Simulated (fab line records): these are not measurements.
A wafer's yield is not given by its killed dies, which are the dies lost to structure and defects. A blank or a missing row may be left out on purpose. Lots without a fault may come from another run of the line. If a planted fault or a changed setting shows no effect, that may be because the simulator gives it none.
fab line records	flow n5_finfet	part 2 of 2: steps 5 to 6 of 6
record: lots: 22	wafers: 66	last_day: 19
route steps=1938 shown HKMG_FIN@405 GATE_CUT@473
lots untouched by any fault: they come from a run of this same line in which no faults occurred
start_h: hours from the record's first day to the start of the lot's first wafer shown	wait_h: how many hours have passed since the lot's step before this one	" identical to the entry in the row above	L1.1+2: a row that stands for several wafers	- either no value or no given start	* or withheld: withheld	< > ~ a bound
route shown NAME@n: names a module that has steps shown in the file, with the first one's number in the route	usual: mean and standard deviation over wafers with no fault	same: alike in all rows	chamber/n: place in a boat	sites: per-site readings	_std_site: standard deviation across them	_edge_site: the outer-site mean with the inner-site mean subtracted	radius_mm: how far each site lies from the wafer's centre	mask NAME#n: copy n	behind: the tool/chamber that last shaped the wafer	hold: the reason the lot was held/the length of the hold in hours/how it ended	device: the n, p or np transistor that did not switch	end of line: the route-end tests of the same wafers	a step given without rows: its recipe and nothing more	killed: dies that structure and defects cost at the first sort, which is not the same as the wafer's yield	map: the dies of a wafer, with x for killed, . for not killed, _ for no die there
set.NAME: the setting the step ran with; set.NAME@STEP: the setting that earlier step ran with	model.NAME: the simulator's own value behind a step, which no gauge read
route steps across a sampled set of lots; one table per step, one row per wafer
services: a tool's chamber out of use, with start hour (start_h, from the record's first day; less than 0 if before it), hours out, and reason
== steps ==
step: N5_GATE_CUT_SAC_CAP_01
recipe: material: SiNx	target_thk_a: 240	temp_c: 400	ald_precursor_family: SiH2I2	ald_co_reactant: N2/H2-plasma	pulse_time_s: 1	ald_cycles: 480	purge_time_s: 2	co_reactant_purge_time_s: 2	pressure_torr: 2
usual: heater_power_w: 866/100	precursor_pulse_height_rel: 1.001/0.018
same: purge_time_s: 2
lot.wafer	tool	chamber	start_h	wait_h	heater_power_w	precursor_pulse_height_rel
L075.1	ald_sin-04	1	86.25	0.0	843	1.002
L075.2	"	0	"	"	873	1.000
L075.6	"	2	87.34	1.1	811	0.984
L076.1	ald_sin-02	2	94.05	0.1	1143	0.982
L076.3	"	0	"	"	874	1.019
L076.6	"	0	95.14	1.2	846	0.999
L077.1	ald_sin-04	0	100.81	0.2	865	1.017
L077.4	"	1	"	"	871	1.006
L077.5	"	0	101.90	1.3	865	1.010
L078.1	ald_sin-04	0	103.14	0.8	860	0.997
L078.3	"	1	"	"	863	0.990
L078.5	"	3	104.22	1.9	930	1.035
L079.1	ald_sin-03	2	115.28	0.0	866	0.988
L079.4	"	0	"	"	931	1.010
L079.6	"	1	116.36	1.1	765	1.010
L081.1	ald_sin-03	0	123.72	0.0	921	1.000
L081.3	"	3	"	"	803	0.987
L081.6	"	1	124.81	1.1	770	1.022
L082.2	ald_sin-02	0	131.70	0.2	869	1.012
L082.4	"	3	"	"	771	0.977
L082.5	"	3	132.78	1.3	750	0.982
L083.1	ald_sin-02	3	136.55	0.0	765	0.965
L083.4	"	0	"	"	850	1.043
L083.5	"	3	137.64	1.1	763	1.005
L084.1	ald_sin-04	0	144.07	0.0	872	1.020
L084.5	"	0	145.16	1.1	870	1.000
L084.6	"	3	"	"	963	0.965
L085.1	ald_sin-02	0	149.55	0.8	874	0.989
L085.4	"	1	"	"	769	0.984
L085.5	"	2	150.63	1.9	1123	0.980
L086.1	ald_sin-03	0	151.68	0.4	944	1.004
L086.2	"	2	"	"	865	0.985
L086.4	"	0	152.77	1.5	936	0.984
L087.1	ald_sin-02	2	160.72	0.0	1141	0.985
L087.5	"	3	161.81	1.1	760	1.013
L087.6	"	2	"	"	1125	0.987
L088.2	ald_sin-04	0	166.18	0.0	913	1.006
L088.3	"	1	"	"	834	0.995
L088.5	"	2	167.27	1.1	800	0.976
L089.1	ald_sin-04	3	172.47	0.0	914	1.005
L089.3	"	2	"	"	815	1.012
L089.4	"	0	"	"	894	1.021
L090.4	ald_sin-03	3	178.75	0.0	811	0.977
L090.5	"	0	179.84	1.1	943	1.008
L090.6	"	3	"	"	808	0.999
L091.1	ald_sin-02	3	181.40	0.0	744	0.968
L091.2	"	2	"	"	1130	1.014
L091.4	"	0	"	"	872	1.031
L092.4	ald_sin-03	0	188.13	0.0	948	1.020
L092.5	"	0	189.22	1.1	912	1.017
L092.6	"	3	"	"	828	1.014
L093.2	ald_sin-04	1	194.63	0.0	932	1.004
L093.3	"	0	"	"	865	1.038
L093.5	"	3	195.71	1.1	896	1.009
L094.1	ald_sin-03	0	201.68	0.0	920	1.017
L094.2	"	1	"	"	770	0.981
L094.3	"	2	"	"	871	0.978
L095.1	ald_sin-03	0	205.84	0.0	948	0.988
L095.3	"	2	"	"	894	1.011
L095.5	"	2	206.93	1.1	888	1.018
L096.1	ald_sin-03	3	213.92	0.3	809	1.009
L096.5	"	1	215.00	1.4	750	0.997
L096.6	"	0	"	"	919	0.985
L097.1	ald_sin-04	3	222.19	0.1	890	1.016
L097.3	"	0	"	"	864	0.984
L097.5	"	3	223.28	1.2	906	1.017
step: N5_GATE_CUT_ETCH_28
recipe: chemistry: N2/H2	target: underlayer	target_depth_a: 130	mask_material: CAR-EUV	time_s: 10.4	ion_energy_ev: 200	pressure_mtorr: 30	source_w: 840	bias_w: 150	n2_flow_sccm: 200	h2_flow_sccm: 200	ends: cleared
usual: drypump_motor_current_A: 5.6/0.43	etch_rf_on_time_s: 10.39/0.29	h2_flow_sccm: 200.0/0.57	oes_product_au: 0.66/0.064	rf_vpp_V: 524.1/2.1	showerhead_plenum_p_Torr: 2.55/0.065	throttle_valve_pct: 17.90/0.23
lot.wafer	tool	chamber	start_h	wait_h	drypump_motor_current_A	etch_rf_on_time_s	h2_flow_sccm	oes_product_au	rf_hours_counter_h	rf_vpp_V	showerhead_plenum_p_Torr	throttle_valve_pct
L075.1	rie_diel-06	2	89.95	0.0	5.6	10.49	199.9	0.65	151	526.8	2.65	17.92
L075.2	"	1	"	"	6.6	10.23	199.3	0.61	203	523.9	2.54	18.05
L075.6	"	1	"	"	6.5	10.27	199.7	0.60	-	523.6	2.54	18.05
L076.1	rie_diel-06	0	97.62	0.0	5.1	10.30	199.1	0.70	88	522.0	2.47	18.06
L076.3	"	2	"	"	5.6	10.36	200.2	0.65	153	527.5	2.65	17.92
L076.6	"	0	"	"	5.1	10.31	199.4	0.70	-	521.6	2.47	18.06
L077.1	rie_diel-05	3	103.90	0.0	5.1	10.76	199.4	0.59	221	521.9	2.50	18.07
L077.4	"	0	"	"	5.2	10.18	201.2	0.75	62	521.7	2.46	17.25
L077.5	"	0	"	"	5.2	10.26	200.2	0.74	-	521.6	2.46	17.24
L078.1	rie_diel-02	3	106.26	0.0	5.6	10.05	200.3	0.59	238	524.2	2.51	18.20
L078.3	"	2	"	"	6.0	9.95	199.6	0.68	134	525.6	2.55	17.75
L078.5	"	3	"	"	5.7	10.04	200.2	0.58	-	522.4	2.51	18.20
L079.1	rie_diel-05	1	118.37	0.0	5.6	10.05	199.9	0.64	195	525.9	2.63	17.77
L079.4	"	3	"	"	5.1	10.63	200.8	0.59	224	522.0	2.50	18.09
L079.6	"	0	"	"	5.2	10.29	200.4	0.73	-	523.1	2.46	17.24
L081.1	rie_diel-06	1	127.22	0.0	6.6	10.36	199.1	0.59	213	523.6	2.54	18.08
L081.3	"	3	"	"	5.7	10.86	199.9	0.62	168	527.2	2.64	17.93
L081.6	"	0	"	"	5.2	10.31	200.7	0.69	-	522.3	2.47	18.06
L082.2	rie_diel-06	3	135.08	0.0	5.7	10.74	198.8	0.62	170	527.5	2.64	17.93
L082.4	"	2	"	"	5.6	10.25	199.2	0.66	164	527.3	2.64	17.96
L082.5	"	0	"	"	5.2	10.28	199.3	0.69	-	522.5	2.47	18.08
L083.1	rie_diel-02	2	139.99	0.0	6.0	10.00	200.7	0.68	143	523.9	2.55	17.76
L083.4	"	1	"	"	5.7	10.77	200.7	0.74	31	523.1	2.50	17.86
L083.5	"	3	"	"	5.6	10.14	199.7	0.58	-	523.3	2.51	18.19
L084.1	rie_diel-02	0	147.18	0.0	5.1	10.50	199.6	0.61	184	525.7	2.62	18.14
L084.5	"	1	"	"	5.6	10.85	200.3	0.73	-	522.4	2.50	17.85
L084.6	"	2	"	"	6.0	10.08	200.6	0.67	-	523.3	2.55	17.78
L085.1	rie_diel-02	1	152.76	0.0	5.7	11.00	200.7	0.72	37	521.6	2.50	17.87
L085.4	"	2	"	"	6.0	10.30	200.1	0.66	-	523.7	2.55	17.77
L085.5	"	0	"	"	5.1	10.74	200.6	0.61	-	526.6	2.62	18.14
L086.1	rie_diel-05	3	154.77	0.0	5.1	10.83	199.7	0.57	235	522.8	2.49	18.11
L086.2	"	1	"	"	5.6	10.15	199.3	0.63	205	524.6	2.63	17.78
L086.4	"	0	"	"	5.2	10.28	200.8	0.73	75	521.9	2.45	17.26
L087.1	rie_diel-05	3	163.81	0.0	5.1	10.69	200.0	0.58	237	522.8	2.49	18.11
L087.5	"	0	"	"	5.3	10.24	200.2	0.73	-	521.1	2.45	17.28
L087.6	"	1	"	"	5.6	10.03	199.8	0.63	-	525.7	2.63	17.81
L088.2	rie_diel-06	1	169.40	0.0	6.5	10.28	199.5	0.59	222	524.2	2.53	18.07
L088.3	"	3	"	"	5.6	10.69	200.8	0.62	179	527.3	2.63	17.93
L088.5	"	1	"	"	6.6	10.25	199.6	0.59	-	524.3	2.53	18.10
L089.1	rie_diel-02	2	175.69	0.0	6.0	10.14	200.7	0.66	156	524.5	2.54	17.79
L089.3	"	1	"	"	5.6	10.80	200.4	0.71	44	522.1	2.50	17.87
L089.4	"	1	"	"	5.6	10.93	199.7	0.71	-	521.8	2.50	17.87
L090.4	rie_diel-02	1	181.97	0.0	5.6	10.74	201.0	0.72	47	521.7	2.49	17.89
L090.5	"	1	"	"	5.6	10.73	199.7	0.71	-	522.9	2.49	17.88
L090.6	"	0	"	"	5.1	10.72	200.9	0.59	-	527.1	2.61	18.16
L091.1	rie_diel-06	3	184.79	0.0	5.7	10.67	199.7	0.62	183	526.3	2.63	17.96
L091.2	"	1	"	"	6.6	10.35	199.1	0.58	227	523.1	2.53	18.10
L091.4	"	2	"	"	5.7	10.23	199.6	0.65	176	525.9	2.64	17.96
L092.4	rie_diel-02	3	191.22	0.0	5.6	10.03	200.1	0.83	3	522.9	2.51	17.72
L092.5	"	3	"	"	5.6	10.03	199.7	0.83	-	524.2	2.51	17.75
L092.6	"	0	"	"	5.1	10.60	200.0	0.60	-	526.6	2.61	18.18
L093.2	rie_diel-02	2	197.94	0.0	6.0	10.03	199.5	0.65	162	523.8	2.54	17.82
L093.3	"	3	"	"	5.6	10.04	200.5	0.82	4	521.4	2.51	17.71
L093.5	"	0	"	"	5.1	10.60	199.1	0.60	-	525.9	2.61	18.16
L094.1	rie_diel-02	3	204.93	0.0	5.6	10.09	199.6	0.82	5	521.8	2.50	17.74
L094.2	"	0	"	"	5.1	10.61	199.2	0.60	202	525.8	2.61	18.17
L094.3	"	2	"	"	6.0	10.11	200.8	0.66	164	524.8	2.54	17.80
L095.1	rie_diel-06	0	209.05	0.0	5.2	10.43	199.6	0.67	116	523.0	2.46	18.12
L095.3	"	3	"	"	5.6	10.91	201.2	0.60	189	525.1	2.63	17.98
L095.5	"	0	"	"	5.1	10.39	198.8	0.68	-	522.4	2.46	18.12
L096.1	rie_diel-02	1	217.14	0.0	5.6	10.94	200.3	0.70	56	521.8	2.49	17.89
L096.5	"	3	"	"	5.6	10.20	200.1	0.80	-	522.1	2.50	17.74
L096.6	"	2	"	"	6.0	10.13	199.5	0.65	-	524.9	2.54	17.82
L097.1	rie_diel-05	2	225.41	0.0	6.2	10.11	200.2	0.72	69	523.9	2.60	17.62
L097.3	"	0	"	"	5.2	10.30	199.9	0.70	91	521.9	2.44	17.29
L097.5	"	1	"	"	5.7	10.17	199.6	0.61	-	526.9	2.62	17.82
== services ==
tool	chamber	start_h	hours	kind
ald_metal-03	-	54.62	0.4	repair
ald_sin-03	0	57.68	10.2	repair
ald_sin-03	-	62.48	2.8	pm
ald_sin-03	3	65.90	8.0	repair
rie_diel-04	1	80.43	8.6	repair
rie_diel-01	2	88.49	2.0	repair
ald_metal-03	0	93.51	3.0	repair
ald_metal-03	3	103.73	3.1	repair
rie_diel-02	0	110.40	10.7	repair
rie_diel-03	-	111.08	2.8	pm
ald_metal-03	1	132.59	27.8	repair
rie_diel-02	-	134.86	0.7	repair
ald_sin-04	2	141.35	11.1	repair
ald_metal-03	0	142.20	16.5	repair
ald_sin-03	1	147.19	7.9	repair
rie_diel-03	0	149.41	9.5	repair
rie_diel-04	2	165.85	1.5	repair
rie_diel-04	0	170.71	17.3	repair
ald_sin-04	1	174.65	10.0	repair
rie_diel-01	3	183.63	4.1	repair
ald_metal-03	-	196.43	0.6	repair
rie_diel-02	3	205.74	6.4	repair
rie_diel-02	0	207.35	34.2	repair
ald_metal-03	-	210.27	1.3	repair
